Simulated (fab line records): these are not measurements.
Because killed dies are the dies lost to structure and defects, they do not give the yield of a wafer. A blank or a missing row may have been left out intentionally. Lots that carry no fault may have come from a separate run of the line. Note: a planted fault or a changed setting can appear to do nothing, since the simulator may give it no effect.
Split-lot trial -- flow n5Finfet -- 21 wafers read from 7 lots, route of 1938 steps

== THE SPLIT ==
At N5_PASSIVATION_ETCH_54 (etches SiO2 in CHF3/O2, target depth 880 nm, time 440 s), the setting timeS was moved away from the recipe's 440 s on 9 of the 21 wafers read, by -21.1% to +17.4%. All remaining wafers had this setting at the recipe value.

The split's own step is where the reading is taken.

== THE READING ==
PASSIVATION.featureDepthNm (the simulator's own value, which no gauge read), in nm, at N5_PASSIVATION_ETCH_54 (etches SiO2 in CHF3/O2, target depth 880 nm, time 440 s). No usual value for it is given in the file. Average 888.3 nm, standard deviation 14 nm, over the 12 wafers here run with the recipe.

wafer,"tool, chamber at the split","timeS as run, s",against the recipe,"PASSIVATION.featureDepthNm, nm",against lot-mates on the recipe
L076.1,"rieDiel-03, 3",365.5,-16.9%,715.2,-163.2
L076.5,"rieDiel-03, 0",440,recipe,878.6,-
L076.6,"rieDiel-03, 1",440,recipe,878.2,-
L077.2,"rieDiel-02, 1",440,recipe,874,-
L077.4,"rieDiel-02, 3",379.2,-13.8%,763.8,-112.9
L077.6,"rieDiel-02, 1",440,recipe,879.4,-
L079.2,"rieDiel-02, 3",473.9,+7.7%,961.8,+91.6
L079.3,"rieDiel-02, 1",440,recipe,870.2,-
L079.4,"rieDiel-02, 3",473.9,+7.7%,941.6,+71.4
L085.2,"rieDiel-02, 3",440,recipe,890.4,-
L085.3,"rieDiel-02, 0",347.1,-21.1%,699.8,-201.2
L085.4,"rieDiel-02, 2",440,recipe,911.6,-
L086.2,"rieDiel-06, 3",440,recipe,884.4,-
L086.4,"rieDiel-06, 1",440,recipe,906.2,-
L086.6,"rieDiel-06, 0",440,recipe,881.4,-
L088.2,"rieDiel-06, 1",470.2,+6.9%,962.8,+69.6
L088.5,"rieDiel-06, 2",470.2,+6.9%,940.8,+47.6
L088.6,"rieDiel-06, 3",440,recipe,893.2,-
L096.1,"rieDiel-06, 0",516.4,+17.4%,1079,+166.8
L096.2,"rieDiel-06, 1",516.4,+17.4%,1046,+133.8
L096.4,"rieDiel-06, 0",440,recipe,912.2,-

THE FIT
A straight line over all 21 wafers: PASSIVATION.featureDepthNm changes by +9.5 nm for each +1% of timeS; r = +0.99; the points scatter about the line by 15 nm.
The same after taking each lot's own level away (the mean of its wafers on the recipe; 21 wafers): +9.12 nm for each +1%; r = +0.99; scatter 11 nm.
That fit puts the effect of the largest move of timeS on the reading at 1.9e+02 nm.
The span of the lots' own levels, 870.20 to 912.20 nm, comes to 3.0 times the standard deviation stated above.
The two slopes are in agreement: the lot-to-lot level therefore moves the slope only a little.
Check: -189 nm against its lot-mates is what the line predicts for one of the wafers moved furthest among these (-21.1%) when that wafer is left out of the fit. It came out at -201 nm against them.

== THE WHOLE CHAIN: every reading that the file lists as answering this split, in the file's order ==
step,what it does,reading,change (the file's fit),r (the file's)
N5_PASSIVATION_ETCH_54,"etches SiO2 in CHF3/O2, target depth 880 nm, time 440 s","etch.depthNm (the simulator's own value, which no gauge read)",+9.16 nm for each +1% of the setting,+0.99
N5_PASSIVATION_ETCH_54,"etches SiO2 in CHF3/O2, target depth 880 nm, time 440 s","PASSIVATION.featureDepthNm (the simulator's own value, which no gauge read)",+9.17 nm for each +1% of the setting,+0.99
N5_PASSIVATION_PROBE_49,,killedAtOther,"not straight: 1089 at the lowest setting, 3.2 at the recipe, 4.5 at the highest",not given
N5_PASSIVATION_PROBE_49,,killedDies,"not straight: 1170 at the lowest setting, 132 at the recipe, 128 at the highest",not given

== FILE'S OWN FIT ==
PASSIVATION.featureDepthNm changes by +9.17 nm for each +1% of timeS, r = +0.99.
